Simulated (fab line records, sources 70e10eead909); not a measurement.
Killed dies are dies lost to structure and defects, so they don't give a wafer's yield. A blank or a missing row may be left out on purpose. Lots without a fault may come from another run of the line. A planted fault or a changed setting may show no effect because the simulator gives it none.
fab line records | flow nand_harc
record lots=6 wafers=18 last_day=34
route steps=1302 shown P_CONTACT@218 END@1302
lots that met no fault: from a run of the same line without faults
start_h: hours from the record's first day to the start of the lot's first wafer shown | wait_h: hours since the lot's step before | " the same as in the row above | L1.1+2: a row that stands for several wafers | - no value, or no start given | * or withheld: withheld | < > ~ a bound
route shown NAME@n: a module of which the file shows steps, and the number in the route of the first | usual: mean/standard deviation of fault-free wafers | same: alike in all rows | chamber/n: place in a boat | sites: the reading at each site | _std_site: their standard deviation | _edge_site: outer sites' mean less inner sites' | radius_mm: how far each site lies from the wafer's centre | mask NAME#n: copy n | behind: the tool/chamber that last shaped the wafer | hold: why the lot was held/for how many hours/how that ended | device: the transistor (n, p or np) that didn't switch | end of line: the same wafers' tests at the end of the route | a step without rows: its recipe alone | killed: dies lost to structure and defects at the first sort, not the wafer's yield | map: a wafer's dies, x killed, . not, _ none there
set.NAME: the setting as run; set.NAME@STEP: as run at that earlier step | model.NAME: the simulator's own value behind a step, which no gauge read
lots at some steps of the route; a table a step, a row a wafer
services: from which hour (start_h, from the record's first day; less than 0 if before it) a tool's chamber was out of use, for how many hours, and why
## steps
# step NHARC_P_CONTACT_DEP_00
# recipe target_thk_a=5000 temp_c=400 pressure_torr=6.5 rf_w=900 teos_flow_sccm=161.4 flow_sccm=2650 target_thk_nm=500 gas=O2 material=SiO2
# usual heater_power_w=550/92 mfc_precursor_sccm=161.4/0.47 susceptor_temp_C=400.01/0.23 throttle_valve_pct=16.0/0.64
# columns lot.wafer tool chamber start_h wait_h heater_power_w mfc_precursor_sccm susceptor_temp_C throttle_valve_pct
L524.2 pecvd-03 2 - - 688 161.3 399.61 16.3
L524.4 " 2 " " 737 162.0 400.29 16.3
L524.6 " 0 " " 542 161.4 400.11 15.6
L529.3 pecvd-04 1 - - 616 161.5 399.77 16.3
L529.6 " 1 " " 477 162.5 399.90 16.1
L529.5 " 0 " " 432 161.1 399.57 16.5
L530.1 pecvd-03 0 - - 543 161.2 400.39 15.8
L530.6 " 0 " " 565 161.5 400.42 15.6
L530.5 " 1 " " 471 161.4 399.83 15.3
L539.1 pecvd-03 2 - - 790 161.5 400.07 16.1
L539.2 " 0 " " 555 161.3 400.05 16.0
L539.5 " 2 " " 793 162.3 399.77 16.4
L540.3 pecvd-04 0 - - 523 161.3 399.80 16.1
L540.2 " 1 " " 483 161.3 400.17 16.7
L540.6 " 0 " " 386 161.3 400.28 16.3
L541.1 pecvd-01 0 - - 445 161.4 399.82 14.7
L541.4 " 1 " " 518 161.9 400.02 16.1
L541.5 " 0 " " 472 161.3 400.01 14.3
# step NHARC_P_CONTACT_CMP_01
# recipe target_thk_nm=200 material=SiO2
# usual motor_current_A=11.9/1.2
# columns lot.wafer tool chamber start_h wait_h motor_current_A
L524.2 cmp-02 3 167.63 - 11.0
L524.4 " 0 " " 13.5
L524.6 " 2 " " 10.5
L529.3 cmp-02 3 214.20 - 10.9
L529.5 " 3 " " 10.4
L529.6 " 0 " " 13.9
L530.1 cmp-01 3 228.02 - 12.5
L530.6 " 1 " " 11.3
L530.5 " 2 " " 10.2
L539.1 cmp-02 0 316.91 - 13.1
L539.2 " 1 " " 11.2
L539.5 " 3 " " 10.8
L540.3 cmp-03 1 322.37 - 10.9
L540.2 " 3 " " 11.2
L540.6 " 1 " " 11.0
L541.4 cmp-03 3 369.50 - 11.4
L541.1 " 1 " " 10.6
L541.5 " 3 " " 11.3
# step NHARC_P_CONTACT_SRD_03
# step NHARC_P_CONTACT_DEHYDRATE_04
# recipe temp_c=150 time_s=120
# step NHARC_P_CONTACT_HMDS_05
# recipe time_s=30
# step NHARC_P_CONTACT_COAT_33
# recipe temp_c=260 time_s=75
# step NHARC_P_CONTACT_COAT_34
# recipe temp_c=225 time_s=65
# step NHARC_P_CONTACT_COAT_06
# recipe spin_rpm=1500 resist_thk_nm=90
# step NHARC_P_CONTACT_SOFTBAKE_07
# recipe temp_c=105 time_s=55
# step NHARC_P_CONTACT_EBR_08
# step NHARC_P_CONTACT_EXPOSE_09
# recipe na=1.35 target_cd_nm=90 dose_mj=81.26 mask_id=P_CA
# step NHARC_P_CONTACT_PEB_10
# recipe peb_temp_c=100 peb_time_s=65
# usual heater_power_total_W=156.6/0.45 plate_temp_C=100.04/0.12
# columns lot.wafer tool chamber start_h wait_h heater_power_total_W plate_temp_C
L524.2 litho_track-04 0 168.35 0.1 156.4 99.99
L524.4 " 0 " " 156.7 99.91
L524.6 " 0 " " 157.2 100.02
L529.3 litho_track-01 0 214.82 0.0 149.8 96.89
L529.5 " 0 " " 150.6 96.82
L529.6 " 0 " " 149.9 97.08
L530.1 litho_track-01 0 228.59 0.1 150.0 96.84
L530.5 " 0 " " 150.1 96.99
L530.6 " 0 " " 149.3 96.83
L539.1 litho_track-06 0 317.62 0.1 157.1 99.99
L539.2 " 0 " " 157.2 100.07
L539.5 " 0 " " 157.1 99.95
L540.2 litho_track-06 0 323.09 0.1 157.1 100.04
L540.3 " 0 " " 156.5 100.16
L540.6 " 0 " " 156.0 100.00
L541.1 litho_track-01 0 370.26 0.1 157.1 99.86
L541.4 " 0 " " 156.9 99.90
L541.5 " 0 " " 156.2 99.92
# step NHARC_P_CONTACT_DEVELOP_11
# recipe develop_time_s=35 dev_temp_c=23
# step NHARC_P_CONTACT_CD_MEAS_12
# recipe target_cd_nm=90 landing_energy_ev=500
# usual cd_nm=89.9/0.51
# columns lot.wafer tool chamber start_h wait_h hold cd_nm
L524.2 cd_sem-02 0 168.43 - - 90.2
L524.4 " 0 " " - 89.3
L524.6 " 0 " " - 89.2
L529.3 cd_sem-01 0 214.91 - await_dispo/0.2h/release 78.0
L529.5 " 0 " " await_dispo/0.2h/release 77.3
L529.6 " 0 " " await_dispo/0.2h/release 78.1
L529.3 cd_sem-01 0 - - - 78.0
L529.5 " 0 " " - 77.2
L529.6 " 0 " " - 78.2
L530.1 cd_sem-03 0 228.67 - await_dispo/0.2h/release 79.4
L530.5 " 0 " " await_dispo/0.2h/release 79.2
L530.6 " 0 " " await_dispo/0.2h/release 79.4
L530.1 cd_sem-03 0 - - - 78.9
L530.5 " 0 " " - 79.0
L530.6 " 0 " " - 79.5
L539.1 cd_sem-02 0 317.70 - - 89.0
L539.2 " 0 " " - 88.7
L539.5 " 0 " " - 89.8
L540.2 cd_sem-02 0 323.18 - - 89.5
L540.3 " 0 " " - 89.6
L540.6 " 0 " " - 90.0
L541.1 cd_sem-03 0 370.34 - - 90.0
L541.4 " 0 " " - 90.0
L541.5 " 0 " " - 90.4
# step NHARC_P_CONTACT_OVL_MEAS_13
# usual overlay_x_nm=-0.2/0.8 overlay_y_nm=-0.1/0.59
# columns lot.wafer tool chamber start_h wait_h hold overlay_x_nm overlay_y_nm
L524.2 overlay-02 - 168.52 - - -1.1 -0.4
L524.4 " - " " - -0.3 0.0
L524.6 " - " " - -1.0 -0.4
L529.3 overlay-02 - 218.63 - await_dispo/3.5h/release -1.1 0.3
L529.5 " - " " await_dispo/3.5h/release -1.1 0.3
L529.6 " - " " await_dispo/3.5h/release -1.9 0.7
L530.1 overlay-01 - 230.51 - await_dispo/1.6h/release -0.9 0.4
L530.5 " - " " await_dispo/1.6h/release -0.8 -0.5
L530.6 " - " " await_dispo/1.6h/release -0.9 0.0
L539.1 overlay-01 - 317.79 - - -0.6 1.1
L539.2 " - " " - -0.3 1.1
L539.5 " - " " - -0.6 1.2
L540.2 overlay-02 - 323.26 - - -1.1 -0.6
L540.3 " - " " - -1.0 -0.7
L540.6 " - " " - -1.5 -0.4
L541.1 overlay-02 - 370.43 - - -0.2 -0.1
L541.4 " - " " - 0.1 -0.4
L541.5 " - " " - -0.1 -0.5
# step NHARC_P_CONTACT_INSPECT_14
# usual raw_defect_count=4.0/2.1
# columns lot.wafer tool chamber start_h wait_h raw_defect_count
L524.2 defect_inspect-01 - 168.56 0.0 0
L524.4 " - " " 3
L524.6 " - " " 5
L529.3 defect_inspect-01 - 218.67 0.0 8
L529.5 " - " " 6
L529.6 " - " " 5
L530.1 defect_inspect-01 - 230.54 0.0 0
L530.5 " - " " 7
L530.6 " - " " 3
L539.1 defect_inspect-01 - 317.82 0.0 2
L539.2 " - " " 1
L539.5 " - " " 5
L540.2 defect_inspect-01 - 323.30 0.0 1
L540.3 " - " " 5
L540.6 " - " " 4
L541.1 defect_inspect-01 - 370.47 0.0 4
L541.4 " - " " 3
L541.5 " - " " 3
# step NHARC_P_CONTACT_DESCUM_17
# recipe time_s=3 o2_flow_sccm=200 ar_flow_sccm=0 bias_power_w=0 chemistry=O2
# usual drypump_motor_current_A=5.74/0.27 oes_product_au=0.999/0.0063 rf_vpp_V=57.7/0.99 showerhead_plenum_p_Torr=1.94/0.088 throttle_valve_pct=11.312/0.0092
# columns lot.wafer tool chamber start_h wait_h drypump_motor_current_A oes_product_au rf_hours_counter_h rf_vpp_V showerhead_plenum_p_Torr throttle_valve_pct model.P_CONTACT.cd_nm
L524.4 rie_diel-10 3 168.62 0.1 5.38 0.999 5.7 57.0 1.93 11.334 89.27
L524.2 " 1 " " 5.75 0.989 5.4 58.0 1.97 11.315 90.21
L524.6 " 0 " " 6.18 1.000 - 57.1 1.82 11.324 88.77
L529.3 rie_diel-03 3 218.75 0.1 5.63 1.002 3.5 58.0 1.82 11.301 78.27
L529.5 " 1 " " 5.77 0.996 - 56.0 1.92 11.312 77.39
L529.6 " 2 " " 5.57 1.000 - 57.3 2.04 11.316 78.35
L530.1 rie_diel-10 2 230.61 0.1 5.60 0.996 7.7 60.0 2.05 11.312 79.34
L530.5 " 2 " " 5.62 0.998 - 58.5 2.05 11.312 78.81
L530.6 " 3 " " 5.38 1.002 - 58.3 1.93 11.299 79.62
L539.1 rie_diel-03 0 317.90 0.1 5.73 1.007 0.4 59.0 2.04 11.307 88.98
L539.2 " 1 " " 5.77 1.004 0.4 54.7 1.92 11.306 88.8
L539.5 " 2 " " 5.57 0.992 - 57.3 2.04 11.294 89.86
L540.2 rie_diel-10 0 323.36 0.1 6.20 1.006 3.8 56.5 1.81 11.300 89.38
L540.3 " 1 " " 5.74 1.000 4.2 57.3 1.96 11.321 89.61
L540.6 " 1 " " 5.76 0.988 - 57.6 1.96 11.328 89.58
L541.4 rie_diel-10 1 370.55 0.1 5.75 0.998 7.8 59.1 1.96 11.293 89.96
L541.1 " 2 " " 5.59 0.999 8.0 58.7 2.05 11.306 90.32
L541.5 " 2 " " 5.60 1.000 - 56.7 2.05 11.307 90.39
# step NHARC_P_CONTACT_ETCH_35
# recipe target_depth_a=390 over_etch_frac=0.3 time_s=65 ion_energy_ev=80 cf4_flow_sccm=150 ar_flow_sccm=0 rf_w=300 bias_w=100 chemistry=CF4
# usual drypump_motor_current_A=5.74/0.27 oes_product_au=0.999/0.0072 rf_vpp_V=151.5/1.2 showerhead_plenum_p_Torr=1.79/0.075 throttle_valve_pct=13.282/0.0091
# columns lot.wafer tool chamber start_h wait_h drypump_motor_current_A oes_product_au rf_hours_counter_h rf_vpp_V showerhead_plenum_p_Torr throttle_valve_pct
L524.2 rie_diel-10 0 168.71 0.1 6.18 1.006 5.7 151.0 1.68 13.269
L524.4 " 2 " " 5.61 1.006 4.7 152.5 1.89 13.264
L524.6 " 3 " " 5.40 1.004 - 152.0 1.78 13.283
L529.3 rie_diel-03 1 218.84 0.1 5.76 0.987 3.1 151.8 1.77 13.290
L529.6 " 3 " " 5.67 0.986 - 147.7 1.69 13.274
L529.5 " 1 " " 5.75 0.992 - 151.5 1.77 13.282
L530.1 rie_diel-10 1 230.70 0.1 5.75 1.003 7.9 150.8 1.81 13.296
L530.5 " 3 " " 5.38 1.001 - 151.2 1.78 13.283
L530.6 " 0 " " 6.21 0.995 - 150.4 1.68 13.297
L539.2 rie_diel-03 1 317.97 0.1 5.77 1.004 0.4 151.3 1.77 13.282
L539.1 " 3 " " 5.66 1.001 0.4 150.2 1.69 13.274
L539.5 " 1 " " 5.75 1.004 - 153.0 1.77 13.281
L540.3 rie_diel-10 3 323.45 0.1 5.37 1.005 4.3 151.0 1.78 13.273
L540.2 " 1 " " 5.71 1.004 4.2 151.1 1.81 13.276
L540.6 " 3 " " 5.37 1.008 - 151.9 1.78 13.282
L541.1 rie_diel-10 3 370.65 0.1 5.40 1.011 7.0 152.0 1.78 13.275
L541.4 " 0 " " 6.24 1.004 7.2 151.7 1.68 13.292
L541.5 " 2 " " 5.58 0.994 - 152.4 1.88 13.269
# step NHARC_P_CONTACT_ETCH_36
# recipe target_depth_a=2600 over_etch_frac=0.25 time_s=406.25 ion_energy_ev=200 n2_flow_sccm=150 h2_flow_sccm=150 ar_flow_sccm=0 rf_w=400 bias_w=150 chemistry=N2/H2
# usual drypump_motor_current_A=5.74/0.25 n2_flow_sccm=150.0/0.41 oes_product_au=0.999/0.0071 rf_vpp_V=431.4/2.7 showerhead_plenum_p_Torr=2.07/0.096 throttle_valve_pct=14.172/0.0083
# columns lot.wafer tool chamber start_h wait_h drypump_motor_current_A n2_flow_sccm oes_product_au rf_hours_counter_h rf_vpp_V showerhead_plenum_p_Torr throttle_valve_pct
L524.2 rie_diel-10 0 - - 6.23 150.9 1.006 5.7 426.1 1.93 14.178
L524.4 " 1 " " 5.76 149.5 0.999 5.4 430.8 2.10 14.177
L524.6 " 3 " " 5.39 149.2 0.992 - 430.8 2.05 14.168
L529.3 rie_diel-03 1 - - 5.77 149.2 0.979 3.2 430.6 2.05 14.176
L529.5 " 2 " " 5.57 149.8 0.991 - 434.5 2.18 14.170
L529.6 " 3 " " 5.67 150.4 0.999 - 428.0 1.94 14.168
L530.1 rie_diel-10 3 - - 5.39 150.1 1.007 8.9 430.2 2.05 14.163
L530.5 " 1 " " 5.80 150.9 0.996 - 432.6 2.10 14.176
L530.6 " 2 " " 5.62 150.1 1.003 - 435.0 2.19 14.177
L539.1 rie_diel-03 0 - - 5.76 149.4 0.999 0.5 433.8 2.18 14.168
L539.2 " 2 " " 5.58 149.5 0.999 0.5 434.5 2.18 14.179
L539.5 " 1 " " 5.75 149.6 1.004 - 431.1 2.04 14.169
L540.3 rie_diel-10 1 - - 5.74 150.4 0.995 4.3 433.0 2.09 14.181
L540.2 " 3 " " 5.37 150.2 1.003 4.3 431.1 2.05 14.169
L540.6 " 1 " " 5.75 150.1 0.994 - 432.0 2.09 14.185
L541.1 rie_diel-10 1 - - 5.72 149.5 0.997 7.9 431.0 2.09 14.166
L541.4 " 0 " " 6.16 150.2 0.996 7.3 427.0 1.93 14.170
L541.5 " 1 " " 5.71 149.2 0.997 - 431.2 2.09 14.180
# step NHARC_P_CONTACT_ETCH_18
# recipe target_depth_a=4810 time_s=240.5 c4f8_flow_sccm=20 o2_flow_sccm=10 ar_flow_sccm=withheld rf_w=600 bias_w=1500 chemistry=C4F8/O2/Ar
# usual oes_product_au=0.956/0.018 rf_vpp_V=979/6
# columns lot.wafer tool chamber start_h wait_h oes_product_au rf_hours_counter_h rf_vpp_V
L524.4 rie_diel-10 2 - - 0.985 5.0 988
L524.2 " 3 " " 0.969 6.0 979
L524.6 " 2 " " 0.991 - 988
L529.3 rie_diel-03 3 - - 0.929 3.8 973
L529.5 " 3 " " 0.929 - 974
L529.6 " 2 " " 0.923 - 987
L530.1 rie_diel-10 1 - - 0.960 8.2 982
L530.5 " 3 " " 0.950 - 980
L530.6 " 0 " " 0.966 - 970
L539.2 rie_diel-03 3 - - 0.925 0.6 972
L539.1 " 2 " " 0.927 0.6 986
L539.5 " 0 " " 0.927 - 987
L540.3 rie_diel-10 1 - - 0.962 4.5 982
L540.2 " 3 " " 0.982 4.4 979
L540.6 " 1 " " 0.958 - 982
L541.4 rie_diel-10 2 - - 0.960 8.2 987
L541.1 " 3 " " 0.981 7.1 978
L541.5 " 0 " " 0.980 - 972
# step NHARC_P_CONTACT_STRIP_37
# recipe c4f8_flow_sccm=withheld o2_flow_sccm=8 ar_flow_sccm=withheld bias_w=0 chemistry=C4F8/O2/Ar
# step NHARC_P_CONTACT_ETCH_31
# recipe target_depth_a=300 time_s=85.7 ion_energy_ev=120 over_etch_frac=1 ch3f_flow_sccm=50 o2_flow_sccm=30 ar_flow_sccm=200 rf_w=500 bias_w=100 chemistry=CH3F/O2
# usual drypump_motor_current_A=5.78/0.27 oes_product_au=0.976/0.011 rf_vpp_V=244.8/1.8 showerhead_plenum_p_Torr=2.49/0.11 throttle_valve_pct=20.662/0.0092
# columns lot.wafer tool chamber start_h wait_h drypump_motor_current_A oes_product_au rf_hours_counter_h rf_vpp_V showerhead_plenum_p_Torr throttle_valve_pct model.P_CONTACT.cd_nm
L524.4 rie_diel-10 3 - - 5.40 0.978 6.2 245.6 2.48 20.674 89.46
L524.2 " 0 " " 6.22 0.983 5.9 241.5 2.34 20.663 89.92
L524.6 " 3 " " 5.40 0.990 - 243.7 2.48 20.646 87.75
L529.3 rie_diel-03 2 - - 5.58 0.956 3.7 246.1 2.62 20.661 77.7
L529.5 " 1 " " 5.78 0.964 - 243.3 2.47 20.669 78.64
L529.6 " 2 " " 5.58 0.960 - 246.9 2.62 20.666 78.41
L530.1 rie_diel-10 0 - - 6.18 0.987 8.6 243.6 2.34 20.662 78.85
L530.6 " 3 " " 5.41 0.980 - 243.3 2.47 20.671 78.51
L530.5 " 0 " " 6.15 0.991 - 242.9 2.33 20.669 78.04
L539.2 rie_diel-03 1 - - 5.76 0.965 0.8 242.4 2.46 20.649 88.22
L539.1 " 3 " " 5.68 0.962 0.7 244.2 2.34 20.658 87.89
L539.5 " 0 " " 5.75 0.957 - 247.1 2.62 20.672 89.31
L540.3 rie_diel-10 1 - - 5.75 0.976 4.6 245.3 2.52 20.676 88.78
L540.2 " 2 " " 5.60 0.986 5.2 246.7 2.63 20.671 89.66
L540.6 " 1 " " 5.75 0.977 - 244.9 2.52 20.651 90.2
L541.4 rie_diel-10 0 - - 6.19 0.986 7.5 242.0 2.33 20.640 87.94
L541.1 " 2 " " 5.60 0.978 8.3 246.2 2.62 20.646 89.6
L541.5 " 1 " " 5.76 0.972 - 246.0 2.52 20.671 89.78
# step NHARC_P_CONTACT_CD_MEAS_19
# usual cd_nm=89.2/1.2
# columns lot.wafer tool chamber start_h wait_h hold cd_nm
L524.2 cd_sem-03 - 169.63 - - 90.0
L524.4 " - " " - 89.4
L524.6 " - " " - 87.9
L529.3 cd_sem-03 - 219.75 - await_dispo/0.2h/release 77.7
L529.5 " - " " await_dispo/0.2h/release 79.1
L529.6 " - " " await_dispo/0.2h/release 78.2
L529.3 cd_sem-03 - 219.93 0.2 - 77.6
L529.5 " - " " - 78.3
L529.6 " - " " - 78.3
L530.1 cd_sem-01 - 231.50 - await_dispo/0.2h/release 79.0
L530.5 " - " " await_dispo/0.2h/release 78.0
L530.6 " - " " await_dispo/0.2h/release 78.4
L530.1 cd_sem-01 - 231.68 0.2 - 78.9
L530.5 " - " " - 78.1
L530.6 " - " " - 78.4
L539.1 cd_sem-01 - 318.75 - - 87.7
L539.2 " - " " - 88.4
L539.5 " - " " - 89.2
L540.2 cd_sem-01 - 324.23 - - 89.7
L540.3 " - " " - 89.1
L540.6 " - " " - 90.2
L541.1 cd_sem-03 - 371.42 - - 89.3
L541.4 " - " " - 87.9
L541.5 " - " " - 90.0
# step NHARC_END_SORT_01
# recipe temp_c=25
# usual killed_at_array=58/15 killed_at_other=0.8/1.2 killed_at_periphery=3.5/2.5 killed_dies=62/15 killed_open=3.2/1.7 killed_short=2.4/1.5
# same gross_dies=677
# columns lot.wafer tool chamber start_h wait_h hold killed_at_array killed_at_other killed_at_periphery killed_dies killed_open killed_short
L524.2 prober-01 0 596.62 2.8 - 57 1 0 58 3 6
L524.4 prober-01 0 598.25 3.5 - 52 0 3 55 2 4
L524.6 prober-01 0 599.88 4.1 - 52 0 3 55 3 3
L530.1 prober-01 0 647.18 2.5 await_dispo/2.0h/release 49 1 33 83 6 0
L530.5 prober-01 0 650.37 3.7 await_dispo/2.0h/release 41 0 66 107 6 2
L530.6 prober-01 0 651.17 4.0 await_dispo/2.0h/release 39 1 78 118 2 0
L529.3 prober-01 0 705.10 3.1 await_dispo/7.5h/release 28 0 63 91 2 0
L529.5 prober-01 0 706.70 3.7 await_dispo/7.5h/release 35 0 68 103 4 1
L529.6 prober-01 0 707.50 4.0 await_dispo/7.5h/release 38 1 61 100 5 4
L541.1 prober-01 0 823.03 2.5 - 53 1 4 58 6 2
L541.4 prober-01 0 825.46 3.4 - 49 0 5 54 0 4
L541.5 prober-01 0 826.26 3.7 - 44 0 5 49 6 4
# killed by level:class
L524.2 A_CHANNEL_HOLE_D1:chamber_film_flake=32 A_CHANNEL_HOLE_D2:chamber_film_flake=11 A_CHANNEL_FILL_D2:geometric_particle:short=2 A_CONTACT:chamber_film_flake=2 A_ONON_D1:geometric_particle:short=1 A_CHANNEL_FILL_D1:geometric_particle:short=1 A_CHANNEL_FILL_D1:geometric_particle:open=1 A_DECK1_JOINT:geometric_particle:short=1
L524.4 A_CHANNEL_HOLE_D1:chamber_film_flake=31 A_CHANNEL_HOLE_D2:chamber_film_flake=10 A_STAIRCASE:chamber_film_flake=2 A_SLIT:chamber_film_flake=2 P_GATE:geometric_particle:short=1 P_BONDPAD:geometric_particle:open=1 A_ONON_D1:geometric_particle:short=1 A_CHANNEL_FILL_D1:geometric_particle:short=1
L524.6 A_CHANNEL_HOLE_D1:chamber_film_flake=34 A_CHANNEL_HOLE_D2:chamber_film_flake=6 A_CHANNEL_FILL_D1:geometric_particle:short=3 A_BLC:geometric_particle:open=2 P_ZERO_WELL:chamber_film_flake=2 A_CONTACT:chamber_film_flake=2 A_CHANNEL_FILL_D1:geometric_particle:open=1 P_CONTACT:chamber_film_flake=1
L530.1 A_SLIT:chamber_film_flake=30 P_CONTACT:area_peb=29 A_CHANNEL_HOLE_D1:chamber_film_flake=6 P_M2:chamber_film_flake=2 A_DECK1_JOINT:chamber_film_flake=2 A_STAIRCASE:chamber_film_flake=2 A_CONTACT:chamber_film_flake=2 A_M0:chamber_film_flake=2
L530.5 P_CONTACT:area_peb=60 A_SLIT:chamber_film_flake=28 P_M2:chamber_film_flake=3 A_CHANNEL_FILL_D2:geometric_particle:open=2 A_STAIRCASE:chamber_film_flake=2 A_WL_FILL:chamber_film_flake=2 P_GATE:geometric_particle:open=1 P_CONTACT:geometric_particle:short=1
L530.6 P_CONTACT:area_peb=72 A_SLIT:chamber_film_flake=19 A_CHANNEL_HOLE_D1:chamber_film_flake=9 A_CONTACT:chamber_film_flake=5 P_M2:chamber_film_flake=3 P_M1:chamber_film_flake=2 A_STAIRCASE:chamber_film_flake=2 P_M0:geometric_particle:open=1
L529.3 P_CONTACT:area_peb=56 A_CHANNEL_HOLE_D2:chamber_film_flake=15 A_CHANNEL_HOLE_D1:chamber_film_flake=5 P_GATE:chamber_film_flake=3 P_STI:chamber_film_flake=2 A_SLIT:chamber_film_flake=2 A_CONTACT:chamber_film_flake=2 P_M0:geometric_particle:open=1
L529.5 P_CONTACT:area_peb=62 A_CHANNEL_HOLE_D2:chamber_film_flake=20 A_CHANNEL_HOLE_D1:chamber_film_flake=7 P_M0:geometric_particle:open=2 P_CONTACT:geometric_particle:open=1 A_CHANNEL_FILL_D1:geometric_particle:short=1 A_BLC:geometric_particle:open=1 A_DECK1_JOINT:chamber_film_flake=1
L529.6 P_CONTACT:area_peb=53 A_CHANNEL_HOLE_D2:chamber_film_flake=19 A_CHANNEL_HOLE_D1:chamber_film_flake=9 P_GATE:chamber_film_flake=3 P_M0:geometric_particle:open=2 P_M0:geometric_particle:short=2 A_CONTACT:chamber_film_flake=2 P_CONTACT:geometric_particle:open=1
L541.1 A_SLIT:chamber_film_flake=35 A_CONTACT:chamber_film_flake=5 A_CHANNEL_HOLE_D2:chamber_film_flake=3 P_M0:geometric_particle:open=2 P_ZERO_WELL:chamber_film_flake=2 A_STAIRCASE:chamber_film_flake=2 A_SOURCE_PLATE:geometric_particle:open=1 A_ONON_D1:geometric_particle:short=1
L541.4 A_SLIT:chamber_film_flake=36 P_BONDPAD:chamber_film_flake=3 A_CHANNEL_HOLE_D2:chamber_film_flake=3 A_STAIRCASE:chamber_film_flake=2 A_CONTACT:chamber_film_flake=2 P_STI:geometric_particle:short=1 A_ONON_D1:geometric_particle:short=1 A_CHANNEL_HOLE_D1:geometric_particle:short=1
L541.5 A_SLIT:chamber_film_flake=25 A_CHANNEL_HOLE_D2:chamber_film_flake=5 P_BONDPAD:chamber_film_flake=3 A_CONTACT:chamber_film_flake=3 A_STAIRCASE:chamber_film_flake=2 P_CONTACT:geometric_particle:open=1 P_M1:geometric_particle:short=1 A_ONON_D1:geometric_particle:short=1
# map L529.5 (x killed, . not)
____________x____________
_________..xx..._________
_______........xx._______
______........xx..x______
_____..............x_____
____............x.x.x____
____........x.x....x.____
___..................x___
___..........x.....x.x___
__.........x......x..x.__
__.......x...xx.....x.x__
_.........x....x..xx.xxx_
_.............xx..x...xx_
_..................x...x_
_.x.........x..x...x..xx_
_x....x......x..x....xx._
.......................xx
.....x................xxx
.....................x..x
.....................x.x.
......................x..
_.....................x._
_.......x..xx........x.x_
_......................._
_........x.xxx.........._
_......x..........x.x..x_
__........x.xx......xx.__
__......x...xx.........__
___.......xxx.......xx___
___......x.xx.........___
____.x.....xx.......x____
____...............xx____
_____..............._____
______..........x.x______
_______..x........_______
_________......._________
____________.____________
# map L530.6 (x killed, . not)
____________.____________
_________xx....x_________
_______........x.._______
______.........xxxx______
_____........x..x.x._____
____..........xx.....____
____.............xxx.____
___..................x___
___.x...............xx___
__.........x.x.x...x..x__
__........xxxxxx.x.x.xx__
_........x..xxxxxx...x.._
_............xxxx.x...x._
_.........x.xxxxx.xxx.xx_
_.........xxxx........xx_
_....x....xx.x.......x.x_
.............x..x......xx
....................x....
.....................x.xx
.................x..xxxxx
.x..........x..x.x...xxxx
_.................x...xx_
_x.....x.............xxx_
_.................xx...._
_...................xx.x_
_...x.....x............._
__.....................__
__.....x......x.x.xx..x__
___..............xx...___
___.................x.___
____.................____
____.................____
_____..............._____
______.............______
_______..........._______
_________......._________
____________.____________
## services
# columns tool chamber start_h hours kind
cmp-02 - 147.89 4.0 pm
litho_track-01 - 155.00 7.0 pm
cmp-03 - 162.84 4.0 pm
rie_diel-03 0 163.54 60.9 repair
litho_track-06 - 179.00 7.0 pm
pecvd-03 - 185.11 13.0 pm
cmp-02 - 187.21 0.4 repair
cmp-03 - 189.13 4.5 repair
rie_diel-03 2 198.57 7.1 repair
rie_diel-03 1 199.51 1.9 repair
rie_diel-10 - 242.50 9.0 pm
cmp-02 - 245.89 4.0 pm
rie_diel-03 - 246.12 0.5 repair
rie_diel-03 1 267.69 2.8 repair
cmp-02 - 275.55 2.2 repair
rie_diel-10 1 276.91 7.7 repair
rie_diel-03 - 281.45 9.0 pm
rie_diel-10 2 297.69 3.4 repair
cmp-02 - 310.13 2.6 repair
rie_diel-03 3 312.45 4.6 repair
rie_diel-03 - 318.86 0.4 repair
litho_track-01 - 330.00 7.0 pm
cmp-02 - 343.89 4.0 pm
pecvd-03 - 366.24 13.0 pm
## key
first_sign step=NHARC_P_CONTACT_PEB_10 reading=plate_temp_C direction=down sigmas=26 usual=* struck=*
effect step=NHARC_P_CONTACT_PEB_10 reading=heater_power_total_W direction=down sigmas=15 usual=* struck=*
effect step=NHARC_P_CONTACT_CD_MEAS_12 reading=visit direction=added through=control_loop
effect step=NHARC_P_CONTACT_CD_MEAS_12 reading=cd_nm direction=down sigmas=22 usual=89.9 struck=78.6 through=control_loop
effect step=NHARC_P_CONTACT_CD_MEAS_19 reading=visit direction=added through=control_loop
effect step=NHARC_P_CONTACT_CD_MEAS_19 reading=cd_nm direction=down sigmas=9.1 usual=89.2 struck=78.4 through=control_loop
effect step=NHARC_END_SORT_01 reading=killed_at_periphery direction=up sigmas=23 usual=3.5 struck=61.5
model_effect step=NHARC_P_CONTACT_DESCUM_17 value=P_CONTACT.cd_nm without=89.66 struck=78.63
model_effect step=NHARC_P_CONTACT_ETCH_31 value=P_CONTACT.cd_nm without=89.37 struck=78.36
more_kills_born_at NHARC_P_CONTACT_PEB_10@litho_track-01=332
met_at NHARC_P_CONTACT_PEB_10
struck_wafers L529.3,L529.5,L529.6,L530.1,L530.5,L530.6
tester_left_out L529,L530
loop_trim step=NHARC_P_CONTACT_EXPOSE_09 setting=dose lots=L530
fault kind=process_parameter_drift tool=litho_track-01 chamber=- onset_h=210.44 steps=NHARC_P_CONTACT_PEB_10 channel=peb_temp_c offset=* shape=step end_h=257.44 acts_in=* stated=*
# tester_left_out: of these lots the tester's yield and bins aren't shown, on N5 and GAA mostly nor the transistor test; their killed dies are dies lost to structure and defects alone, not to doping, threshold or leakage, so they don't give the yield
# loop_trim: a control loop set the setting to another value than it would have without faults
